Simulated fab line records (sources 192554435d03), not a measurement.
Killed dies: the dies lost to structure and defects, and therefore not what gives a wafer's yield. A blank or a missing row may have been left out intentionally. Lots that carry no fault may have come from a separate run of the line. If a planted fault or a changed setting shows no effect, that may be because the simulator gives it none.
A struck lot beside a sound one ; flow n5_finfet ; 37 steps out of a route of 1938
Sound: wafers L369.1, L369.2, L369.6. Struck: wafers L377.1, L377.3 (left out: L377.4, a lot-mate that was not struck); the cause follows at the end.
At each step with rows: each side's tool, then ch and its chambers, then its first start. Under that, the readings that differ: sound wafers ; struck wafers ; difference of the means ; sigmas: that difference in standard deviations of wafers without a fault.
alike: readings whose means differ by less than 2 such deviations, and words and numbers that are the same on both sides. not compared: withheld readings, readings that some wafer has no value for, bounds like >300 that may hide the same value, and numbers for which the record gives no deviation and whose values overlap.
The two part at a step that has a row with sigmas, a row that says differs or no value, or rows on one side only. Numbers that don't overlap but have no deviation are shown without sigmas and don't part them. A reading that every wafer of one side lacks parts them only if that side has two wafers or more.

first, 12 steps without rows for these wafers: N5_GATE_CUT_STRIP_38 (strips in N2/H2); N5_GATE_CUT_STRIP_39 (strips in N2/H2); N5_GATE_CUT_HM_OPEN_40 (chemistry C4F6/O2, target SiO2, target depth 139 nm, time 85.1 s); N5_GATE_CUT_STRIP_41 (strips in CF4); N5_GATE_CUT_STRIP_42 (strips in O2); N5_GATE_CUT_ETCH_19 (etches SiNx in CH3F/O2, target depth 53.7 nm, time 76.7 s); N5_GATE_CUT_CUT_ETCH_53 (etches W in SF6/Cl2, target depth 79.2 nm); N5_GATE_CUT_CUT_ETCH_54 (etches TiN in Cl2/BCl3, target depth 96.7 nm); N5_GATE_CUT_CUT_ETCH_55 (etches HfO2 in BCl3, target depth 3.2 nm); N5_GATE_CUT_ETCH_47 (etches SiO2 in Cl2/BCl3, target depth 10 nm); N5_GATE_CUT_VAPOR_ETCH_48 (etches TiN in BCl3/Cl2); N5_GATE_CUT_VAPOR_ETCH_49 (etches TiAlC in BCl3/Cl2).
N5_GATE_CUT_VAPOR_ETCH_51: etches HfO2 in BCl3/Cl2.
  sound on rie_metal-03 ch 0,1, day 6 00:40; struck on rie_metal-03 ch 0, day 8 04:01
  alike: drypump_motor_current_A, oes_product_au
then, 23 steps without rows for these wafers: N5_GATE_CUT_STRIP_21 (strips in N2/H2, time 30 s); N5_GATE_CUT_STRIP_29 (strips in post etch residue remover, time 60 s); N5_GATE_CUT_SRD_52 (time 30 s); N5_GATE_CUT_ALD_22 (deposits SiNx, target thk 16 nm, pulse time 1 s, ald cycles 320); N5_GATE_CUT_CMP_23 (polishes, stops on SiO2, t overpolish 23.4 s, target thk 16 nm); N5_GATE_CUT_CMP_43 (polishes SiO2); N5_GATE_CUT_CMP_61 (polishes, stops on SiNx, t overpolish 3 s); N5_MOL_CONTACT_COAG_COAT_103 (time 60 s, resist thk 80 nm); N5_MOL_CONTACT_COAG_COAT_104 (time 60 s, resist thk 12 nm); N5_MOL_CONTACT_COAG_COAT_58 (time 60 s, resist thk 10 nm); N5_MOL_CONTACT_COAG_COAT_02 (resist thk 30 nm); N5_MOL_CONTACT_COAG_EBR_04; N5_MOL_CONTACT_COAG_SOFTBAKE_03 (time 60 s); N5_MOL_CONTACT_COAG_EXPOSE_05 (exposes mask CA, defocus 0 nm); N5_MOL_CONTACT_COAG_PEB_06 (peb time 60 s); N5_MOL_CONTACT_COAG_DEVELOP_07 (develop time 30 s); N5_MOL_CONTACT_COAG_DESCUM_13 (chemistry O2, time 7 s); N5_MOL_CONTACT_COAG_ETCH_59 (etches underlayer in N2/H2, target depth 13 nm, time 10.4 s); N5_MOL_CONTACT_COAG_ETCH_105 (etches SiARC in CF4, target depth 15.6 nm, time 26 s); N5_MOL_CONTACT_COAG_ETCH_106 (etches SOC in N2/H2, target depth 80 nm, overetch 16 nm, time 120 s); N5_MOL_CONTACT_COAG_STRIP_107 (strips in N2/H2); N5_MOL_CONTACT_COAG_STRIP_108 (strips in N2/H2); N5_MOL_CONTACT_COAG_CONTACT_ETCH_14 (etches SiO2 in C4F6/O2, target depth 27.5 nm, overetch 8.5 nm, time 20 s).
-- the record jumps here: 8 days lie between the struck wafers' starts before and after (it left off in module MOL_CONTACT_COAG and takes up again in module PASSIVATION, whose first step shown is number 1936 of the route) --
N5_PASSIVATION_PROBE_49:
  only the struck wafers here have rows in the record (prober-02, day 16 00:58); the sound ones have none

== WHERE THEY PART ==
At N5_PASSIVATION_PROBE_49 and nowhere else, as far as this record goes.

WHY: the cause the simulator had injected
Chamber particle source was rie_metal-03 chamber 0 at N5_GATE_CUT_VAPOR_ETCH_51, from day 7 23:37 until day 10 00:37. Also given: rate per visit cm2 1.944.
